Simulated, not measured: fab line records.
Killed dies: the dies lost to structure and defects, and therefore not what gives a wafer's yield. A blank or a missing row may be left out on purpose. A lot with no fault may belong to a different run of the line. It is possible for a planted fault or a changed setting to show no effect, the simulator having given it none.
Chamber matching	flow n5 finfet	N5_BEOL_M14_DEP_53 on pecvd-01 has 3 sister chambers
The step deposits SiCN from 3MS/NH3, target thk 50 nm, time 17.8 s. 6 wafers are shown with their chamber, then 12 later ones without.

== WAFERS PAIRED WITH THEIR CHAMBERS ==
wafer	chamber	showerhead plenum p Torr (Torr)	throttle valve pct (%)
L087.4	1	4.166	17.6
L088.4	2	4.181	17.7
L088.5	1	4.161	17.4
L091.2	0	4.164	17.7
L091.5	2	4.189	17.4
L091.6	0	4.172	17.9

== WAFERS WITHOUT THEIR CHAMBER ==
wafer	showerhead plenum p Torr (Torr)	throttle valve pct (%)
L092.1	4.152	17.8
L092.2	4.178	17.5
L092.3	4.177	18.0
L092.4	4.148	17.7
L092.5	4.190	17.6
L092.6	4.164	17.9
L097.3	4.158	17.4
L097.4	4.157	17.4
L097.6	4.168	17.9
L096.1	4.156	17.8
L096.4	4.166	18.3
L096.6	4.201	17.7

== THE CHAMBER EACH PASSED THROUGH ==
wafer	from the rows above	in truth
L092.1	can't be placed: 1 or 0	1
L092.2	can't be placed: 2 or 0 or 1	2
L092.3	can't be placed: 0 or 2 or 1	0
L092.4	can't be placed: 1 or 0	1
L092.5	2	2
L092.6	can't be placed: 0 or 1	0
L097.3	can't be placed: 1 or 0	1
L097.4	can't be placed: 1 or 0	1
L097.6	can't be placed: 0 or 1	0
L096.1	can't be placed: 1 or 0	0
L096.4	can't be placed: 0 or 1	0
L096.6	2	2
Correct placement for 2 of the 12. Not placeable from these rows: 10 (in 10, the candidates include the true chamber). 0 placed wrongly.
How it was worked out, from the rows above alone: a wafer's distance from a chamber is the root of the sum, over the readings, of the square of ((its reading less the chamber's mean) divided by the reading's scatter). The wafer belongs to the nearest chamber; if the next one is less than 2 further off, it can't be placed. The mean given for a chamber averages the wafers shown for that chamber. The scatter: take each reading less its chamber's mean, square it, sum over the shown wafers, divide by the number of wafers less the number of chambers, and take the root.
